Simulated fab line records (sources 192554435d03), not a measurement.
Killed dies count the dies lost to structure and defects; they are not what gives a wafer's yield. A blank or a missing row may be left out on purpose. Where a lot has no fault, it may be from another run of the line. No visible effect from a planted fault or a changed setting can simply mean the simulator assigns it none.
Comparing a struck lot with a sound one    flow n5Finfet    39 out of 1938 route steps
Sound: wafers L970.1, L970.4, L970.6. Struck: wafer L982.6. (L982.1, L982.3 of the same lot were not struck and are left out.) The cause comes at the end.
Per side, at each step with rows, come the tool, then ch with its chambers, and then its first start. Under that, the readings that differ: sound wafers    struck wafers    difference of the means    sigmas: that difference in standard deviations of wafers without a fault.
alike: same words and numbers on both sides, and readings whose means sit less than 2 such deviations apart. not compared: any withheld reading, any reading some wafer has no value for, any bound like >300 that may hide the same value, and any number with overlapping values for which the record gives no deviation.
Wherever a step has rows on one side only, a row that says differs or no value, or a row with sigmas, the two part there. Numbers that have no deviation but don't overlap get no sigmas and don't part them. A reading missing from all wafers of one side parts the sides only when that side holds two or more wafers.

first, 10 steps without rows for these wafers: N5_PMOS_HMC_CHANNEL_EPI_PRECLEAN_37 (cleans in O3/DIW, time 45 s); N5_PMOS_HMC_CHANNEL_EPI_PRECLEAN_24 (cleans in DHF, time 30 s); N5_PMOS_HMC_CHANNEL_EPI_SRD_25 (time 30 s); N5_PMOS_HMC_CHANNEL_EPI_EPI_26 (deposits Si from SiH4/H2, target thk 3.8 nm, time 22.7 s); N5_FIN_SAQP_PRECLEAN_42 (cleans in O3/DIW, time 60 s); N5_FIN_SAQP_PRECLEAN_00 (cleans in SC1, time 60 s); N5_FIN_SAQP_PRECLEAN_44 (cleans in SC2, time 45 s); N5_FIN_SAQP_SRD_01 (time 30 s); N5_FIN_SAQP_ALD_61 (deposits SiO2, target thk 4 nm, pulse time 1 s, purge time 2 s); N5_FIN_SAQP_DENSIFY_62 (time 60 s).
N5_FIN_SAQP_HM_DEP_03: deposits SiNx from SiH4/NH3/N2, target thk 38 nm, time 33.6 s.
  sound on pecvd-03 ch 1,2, day 2 09:25; struck on pecvd-03 ch 2, day 5 08:37
reading                                      sound              struck  difference  sigmas
model.SiNx_of_FIN_SAQP_HM_DEP_03.thkNm (nm)  37.59 37.72 38.21  45.3    +7.5        
  alike: heaterPowerW, showerheadPlenumPTorr, throttleValvePct
N5_FIN_SAQP_THK_MEAS_05:
  sound: filmMetro-02 at day 2 09:30; struck: filmMetro-01 at day 5 08:41
reading     sound           struck  difference  sigmas
thkNm (nm)  37.5 37.7 38.2  45.3    +7.5        +15
then, 24 steps without rows for these wafers: N5_FIN_SAQP_PECVD_47 (deposits a-Si from SiH4/He, target thk 45 nm, time 36.3 s); N5_FIN_SAQP_PECVD_48 (deposits SiNx from SiH4/NH3/N2, target thk 25 nm, time 22.1 s); N5_FIN_SAQP_PECVD_06 (deposits a-Si from SiH4/He, target thk 60 nm, time 48.1 s); N5_FIN_SAQP_HM_DEP_72 (deposits SiO2 from SiH4/N2O, target thk 12 nm, time 7.2 s); N5_FIN_SAQP_COAT_49 (time 60 s, resist thk 100 nm); N5_FIN_SAQP_COAT_50 (time 60 s, resist thk 35 nm); N5_FIN_SAQP_COAT_10 (resist thk 90 nm); N5_FIN_SAQP_EBR_12; N5_FIN_SAQP_SOFTBAKE_11 (time 60 s); N5_FIN_SAQP_EXPOSE_13 (exposes mask FIN CORE, target cd 35.6 nm); N5_FIN_SAQP_PEB_14 (peb time 60 s); N5_FIN_SAQP_DEVELOP_15 (develop time 30 s); N5_FIN_SAQP_DESCUM_21 (chemistry O2, time 7.9 s); N5_FIN_SAQP_ETCH_51 (etches SiARC in CF4, target depth 45.5 nm, time 75.8 s); N5_FIN_SAQP_ETCH_52 (etches SOC in N2/H2, target depth 100 nm, overetch 20 nm, time 150 s); N5_FIN_SAQP_STRIP_53 (strips in N2/H2); N5_FIN_SAQP_HM_OPEN_73 (chemistry CHF3/O2, target SiO2, stops on a-Si, target depth 12 nm, time 16.8 s); N5_FIN_SAQP_STRIP_74 (strips in CHF3/O2); N5_FIN_SAQP_MANDREL_ETCH_22 (etches a-Si in HBr/Cl2, stops on SiNx, target depth 60 nm, bt time 10 s, time 30 s); N5_FIN_SAQP_STRIP_55 (strips in N2/H2); N5_FIN_SAQP_STRIP_23 (strips in SPM, time 750 s); N5_FIN_SAQP_SRD_66 (time 30 s); N5_FIN_SAQP_RECESS_75 (chemistry HF/NH3, target SiO2, target depth 14.4 nm, afs cycles 3, sublimation time 60 s); N5_FIN_SAQP_SPACER1_ALD_24 (deposits SiO2, target thk 20.3 nm, pulse time 1 s, purge time 2 s).
N5_FIN_SAQP_HM_OPEN_33: chemistry CH3F/O2, target SiNx, target depth 49.4 nm, time 70.6 s.
  sound on rieDiel-03 ch 0,2,3, day 2 15:11; struck on rieDiel-02 ch 1, day 5 15:56
reading                  sound              struck  difference  sigmas
etchRfOnTimeS (s)        67.1 67.9 71.2     85.4    +16.7       +10
model.etch.depthNm (nm)  36.96 37.09 37.52  44.54   +7.35       
  alike: drypumpMotorCurrentA, oesProductAu, rfVppV, showerheadPlenumPTorr, throttleValvePct
  not compared: rfHoursCounterH
N5_STI_FIN_REVEAL_RECESS_09: chemistry HF/NH3, target SiO2, afs cycles 11, target depth 42.5 nm, sublimation time 60 s.
  sound on vaporEtch-01 ch 0,1, day 2 23:46; struck on vaporEtch-01 ch 1, day 5 23:55
reading                                      sound         struck  difference  sigmas
model.SiNx_of_FIN_SAQP_HM_DEP_03.thkNm (nm)  18 17.6 18.4  25.4    +7.4        
  alike: drypumpMotorCurrentA
-- the record jumps here: 6 days lie between the struck wafers' starts before and after (it left off in module STI_FIN_REVEAL and takes up again in module BEOL_M4, whose first step shown is number 1111 of the route) --
N5_BEOL_M4_RC_MEAS_101:
  sound on prober-01 ch 0, day 8 19:04; struck on prober-01 ch 0, day 11 16:34
reading        sound        struck  difference  sigmas
ION_N (uA/um)  690 684 675  656     -27         -2
  alike: DIBL_N, DIBL_P, IOFF_N, IOFF_P, ION_P, SS_N, SS_P, VT_N, VT_P

WHERE THEY PART
At N5_FIN_SAQP_THK_MEAS_05 first; at N5_BEOL_M4_RC_MEAS_101 last (within this record only).

WHY: the cause the simulator had injected
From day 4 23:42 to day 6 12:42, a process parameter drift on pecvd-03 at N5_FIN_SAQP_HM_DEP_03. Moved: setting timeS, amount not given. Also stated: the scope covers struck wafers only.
